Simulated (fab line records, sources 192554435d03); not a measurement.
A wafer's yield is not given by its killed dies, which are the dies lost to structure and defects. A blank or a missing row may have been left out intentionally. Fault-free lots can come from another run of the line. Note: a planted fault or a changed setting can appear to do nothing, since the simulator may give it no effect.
Which of the tools did it? -- flow n5 finfet -- 11 lots with 33 wafers sampled at 5 steps, on a route of 1938 steps

## WHAT THE GAUGES READ, wafer by wafer
N5_BEOL_M15_CD_MEAS_10: target cd 360 nm.
lot,measured,on,cd nm (nm)
L207,day 12 07:35,cd sem-01,360.0 360.8 361.4
L210,day 14 10:29,cd sem-02,360.7 360.0 358.3
L209,day 14 16:21,cd sem-01,359.1 358.9 355.5
L217,day 16 23:49,cd sem-01,357.3 356.1 357.9
L219,day 17 03:38,cd sem-02,361.7 360.2 357.3
L208,day 17 12:43,cd sem-03,361.7 359.6 359.2
L223,day 18 12:29,cd sem-03,352.9 353.1 352.0
L220,day 18 18:34,cd sem-01,348.0 352.2 350.7
L228,day 19 03:00,cd sem-03,359.8 358.5 357.0
L226,day 19 07:19,cd sem-02,358.8 358.6 358.1
L229,day 19 09:55,cd sem-01,359.2 362.0 358.8

## TOOL THAT RAN EACH LOT (tool first, then ch and the chambers of the sampled wafers, then the start)
lot,N5_BEOL_M14_SPUTTER_43,N5_BEOL_M14_ANNEAL_48,N5_BEOL_M15_ILD_DEP_00,N5_BEOL_M15_EXPOSE_07
L207,"pvd sputter-02, day 12 05:44","rtp anneal-02 ch 0, day 12 06:13","pecvd-02 ch 0,1,2, day 12 07:01","krf scanner-02 ch 0, day 12 07:24"
L210,"pvd sputter-01, day 14 08:25","rtp anneal-02 ch 0, day 14 09:04","pecvd-04 ch 0,1, day 14 09:48","krf scanner-01 ch 0, day 14 10:19"
L209,"pvd sputter-02, day 14 14:17","rtp anneal-01 ch 0, day 14 15:01","pecvd-04 ch 0,1,2, day 14 15:54","krf scanner-01 ch 0, day 14 16:11"
L217,"pvd sputter-03, day 16 21:41","rtp anneal-02 ch 0, day 16 22:19","pecvd-04 ch 1,2, day 16 23:16","krf scanner-02 ch 0, day 16 23:39"
L219,"pvd sputter-03, day 17 01:41","rtp anneal-01 ch 0, day 17 02:10","pecvd-02 ch 0,2, day 17 02:58","krf scanner-01 ch 0, day 17 03:28"
L208,"pvd sputter-03, day 17 10:53","rtp anneal-01 ch 0, day 17 11:26","pecvd-01 ch 0,1, day 17 12:10","krf scanner-02 ch 0, day 17 12:34"
L223,"pvd sputter-01, day 18 10:28","rtp anneal-02 ch 0, day 18 11:11","pecvd-04 ch 0,2, day 18 11:56","krf scanner-01 ch 0, day 18 12:19"
L220,"pvd sputter-03, day 18 16:41","rtp anneal-01 ch 0, day 18 17:17","pecvd-02 ch 0,1, day 18 18:01","krf scanner-01 ch 0, day 18 18:24"
L228,"pvd sputter-02, day 19 01:12","rtp anneal-01 ch 0, day 19 01:43","pecvd-01 ch 0,1,2, day 19 02:27","krf scanner-02 ch 0, day 19 02:50"
L226,"pvd sputter-02, day 19 05:31","rtp anneal-02 ch 0, day 19 05:59","pecvd-01 ch 0,1,2, day 19 06:46","krf scanner-02 ch 0, day 19 07:09"
L229,"pvd sputter-01, day 19 07:14","rtp anneal-02 ch 0, day 19 08:34","pecvd-02 ch 0,1, day 19 09:22","krf scanner-02 ch 0, day 19 09:44"
- N5_BEOL_M14_SPUTTER_43: material TaN, target thk 15 nm, time 24.19 s.
- N5_BEOL_M14_ANNEAL_48: time 90 s.
- N5_BEOL_M15_ILD_DEP_00: deposits SiO2 from TEOS/O2, target thk 1629.3 nm, time 346.1 s.
- N5_BEOL_M15_EXPOSE_07: exposes mask V14.

## AS READ BY THE TOOLS THEMSELVES (means over the sampled wafers that have a number; for cases with no such wafer, the mark the record gives instead)
N5_BEOL_M14_SPUTTER_43.
lot,tool,throttle valve pct (%)
L207,pvd sputter-02,30.7
L210,pvd sputter-01,29.9
L209,pvd sputter-02,30.6
L217,pvd sputter-03,29.8
L219,pvd sputter-03,30.2
L208,pvd sputter-03,30.3
L223,pvd sputter-01,30.0
L220,pvd sputter-03,29.6
L228,pvd sputter-02,30.0
L226,pvd sputter-02,30.6
L229,pvd sputter-01,29.9

N5_BEOL_M14_ANNEAL_48.
lot,tool,wafer_temp_C_max
L207,rtp anneal-02,225.84
L210,rtp anneal-02,225.88
L209,rtp anneal-01,226.15
L217,rtp anneal-02,225.87
L219,rtp anneal-01,226.18
L208,rtp anneal-01,226.05
L223,rtp anneal-02,225.66
L220,rtp anneal-01,226.33
L228,rtp anneal-01,226.03
L226,rtp anneal-02,225.72
L229,rtp anneal-02,225.81

N5_BEOL_M15_ILD_DEP_00.
lot,tool,heater power w (W),showerhead plenum p Torr (Torr),throttle valve pct (%)
L207,pecvd-02,558,8.36,18.9
L210,pecvd-04,696,8.33,19.4
L209,pecvd-04,568,8.37,19.5
L217,pecvd-04,560,8.39,19.5
L219,pecvd-02,487,8.31,18.3
L208,pecvd-01,609,8.34,17.6
L223,pecvd-04,630,8.34,18.6
L220,pecvd-02,514,8.32,18.1
L228,pecvd-01,495,8.32,18.0
L226,pecvd-01,590,8.33,17.9
L229,pecvd-02,548,8.31,18.0

N5_BEOL_M15_EXPOSE_07.
lot,tool,exposure dose mJ cm2,reticle temp C (C)
L207,krf scanner-02,41.22,23.01
L210,krf scanner-01,41.21,23.08
L209,krf scanner-01,41.25,23.10
L217,krf scanner-02,41.19,22.95
L219,krf scanner-01,41.21,23.05
L208,krf scanner-02,41.26,23.07
L223,krf scanner-01,38.94,23.01
L220,krf scanner-01,39.44,22.96
L228,krf scanner-02,41.28,23.16
L226,krf scanner-02,41.15,23.01
L229,krf scanner-02,41.22,23.16

## THE ANSWER, worked out from the rows above alone
Rule: what is usual is taken from the lots themselves. Put in order of their means at a reading, lots are off if they are a third of the lots or fewer, leave a main group of 4 or more, and stand apart from it by a gap of 3 or more times the standard deviation of the main group's means; of several such gaps the widest counts. Not used: any main group whose means are identical at the precision the tables above print for the reading. Also off: a lot with no number at a reading for which 4 or more lots have one. Where the step has rows for the other lots, those lots are counted as sound. The gauges are gone through in route order, then the tools' own readings, and for those a lot's mean is taken as printed above. At the first step where some lot is off, the reading lying furthest off is the one used; lots without a number count as furthest.
Off at N5_BEOL_M15_CD_MEAS_10 (cd nm): L223, L220. The main group: mean 359.1 nm, standard deviation 1.1.
If a tool, at a process step before that reading, ran all the lots that are off and no sound lot after the first of them, it fits. The gauges at N5_BEOL_M15_CD_MEAS_10 aren't tried: what is off there is off at N5_BEOL_M15_EXPOSE_07 too, on other tools, and a gauge's error can't cause that. One fits: krf scanner-01 at N5_BEOL_M15_EXPOSE_07. Its last sound lot is L219 (day 17 03:28), its first lot that is off L223 (day 18 12:19): a fault that began between those two fits.
On the lots that are off, the tool's own readings at N5_BEOL_M15_EXPOSE_07 differ by more than 5 times the standard deviation of the sound lots' means, which bears it out; exposure dose mJ cm2 reads 39.19 there versus 41.22 on the sound lots.

## WHAT THE SIMULATOR HAD PUT IN
Process parameter drift: krf scanner-01, from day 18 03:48 on, at N5_BEOL_M15_EXPOSE_07. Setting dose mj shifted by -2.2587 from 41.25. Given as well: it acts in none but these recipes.
Lots struck among those shown: L223, L220. The rule given above showed the same thing.
